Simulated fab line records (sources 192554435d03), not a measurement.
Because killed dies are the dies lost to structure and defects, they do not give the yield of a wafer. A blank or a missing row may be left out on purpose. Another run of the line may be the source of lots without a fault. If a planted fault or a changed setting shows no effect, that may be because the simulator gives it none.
A struck lot beside a sound one | flow n5Finfet | 15 steps out of a route of 1938
Sound: the wafers L122.4, L122.5, L122.6. Wafers struck: L124.1, L124.4, L124.6. The cause comes at the end.
Per side, at each step with rows, come the tool, then ch with its chambers, and then its first start. Under that, the readings that differ: sound wafers | struck wafers | difference of the means | sigmas: that difference in standard deviations of wafers without a fault.
alike: a reading whose means differ by less than 2 such deviations, as well as words and numbers matching on both sides. not compared: withheld readings; readings where some wafer has no value; bounds like >300 that might hide an equal value; numbers whose values overlap and for which the record gives no deviation.
A row with sigmas, a row that says differs or no value, or rows on one side alone: a step with any of these is where the two part. When numbers do not overlap yet have no deviation, they are printed without sigmas and do not part them. A reading that every wafer of one side lacks parts them only if that side has two wafers or more.

first, 8 steps without rows for these wafers: N5_BEOL_M7_COAT_59 (time 60 s, resist thk 100 nm); N5_BEOL_M7_COAT_60 (time 60 s, resist thk 35 nm); N5_BEOL_M7_COAT_05 (resist thk 90 nm); N5_BEOL_M7_EBR_07; N5_BEOL_M7_SOFTBAKE_06 (time 60 s); N5_BEOL_M7_EXPOSE_08 (exposes mask M7); N5_BEOL_M7_PEB_09 (peb time 60 s); N5_BEOL_M7_DEVELOP_10 (develop time 30 s).
N5_BEOL_M7_CD_MEAS_11 targets a cd of 38.5 nm.
  sound on cdSem-03 ch 0, day 16 15:59; struck on cdSem-02 ch 0, day 18 08:49
  alike: cdNm
N5_BEOL_M7_OVL_MEAS_12:
  sound on overlay-02 ch 0, day 16 16:01; struck on overlay-01 ch 0, day 18 08:51
  alike: M7_OVL
N5_BEOL_M7_INSPECT_13: inspects for defects (brightfield).
  sound on defectInspect-02, day 16 16:02; struck on defectInspect-01, day 18 08:53
  alike: rawDefectCount
N5_BEOL_M7_DESCUM_16: chemistry O2, time 7.9 s.
  sound on rieDiel-01 ch 0,1,3, day 16 16:04; struck on rieDiel-01 ch 0,3, day 18 08:55
  alike: drypumpMotorCurrentA, oesProductAu, rfVppV, showerheadPlenumPTorr, tempC, throttleValvePct
  not compared: rfHoursCounterH
N5_BEOL_M7_ETCH_61: etches SiARC in CF4, target depth 45.5 nm, time 75.8 s.
  sound on rieDiel-01 ch 0,1,3, day 16 16:06; struck on rieDiel-01 ch 0,3, day 18 08:56
reading           | sound             | struck            | difference                    | sigmas
biasW (W)         | 35.92 35.95 35.83 | - - -             | no value on the struck wafers | 
etchRfOnTimeS (s) | 77.4 78.0 76.2    | 112.6 116.3 116.0 | +37.8                         | +22
  alike: drypumpMotorCurrentA, oesProductAu, rfVppV, showerheadPlenumPTorr, throttleValvePct
  not compared: rfHoursCounterH
N5_BEOL_M7_ETCH_62: etches SOC in N2/H2, target depth 110 nm, overetch 22 nm, time 165 s.
  sound on rieDiel-01 ch 0,1,3, day 16 16:09; struck on rieDiel-01 ch 0,3, day 18 09:00
  alike: biasW, drypumpMotorCurrentA, oesProductAu, rfVppV, showerheadPlenumPTorr, tempC, throttleValvePct
  not compared: rfHoursCounterH
-- the record jumps here: 4 days lie between the struck wafers' starts before and after (it left off in module BEOL_M7 and takes up again in module PASSIVATION, whose first step shown is number 1936 of the route) --
N5_PASSIVATION_PROBE_49:
  the record has rows for the struck wafers here (prober-02, day 22 03:15) and none for the sound ones

WHERE THEY PART
First at N5_BEOL_M7_ETCH_61; last, within this record, at N5_PASSIVATION_PROBE_49.

WHY: the cause the simulator had injected
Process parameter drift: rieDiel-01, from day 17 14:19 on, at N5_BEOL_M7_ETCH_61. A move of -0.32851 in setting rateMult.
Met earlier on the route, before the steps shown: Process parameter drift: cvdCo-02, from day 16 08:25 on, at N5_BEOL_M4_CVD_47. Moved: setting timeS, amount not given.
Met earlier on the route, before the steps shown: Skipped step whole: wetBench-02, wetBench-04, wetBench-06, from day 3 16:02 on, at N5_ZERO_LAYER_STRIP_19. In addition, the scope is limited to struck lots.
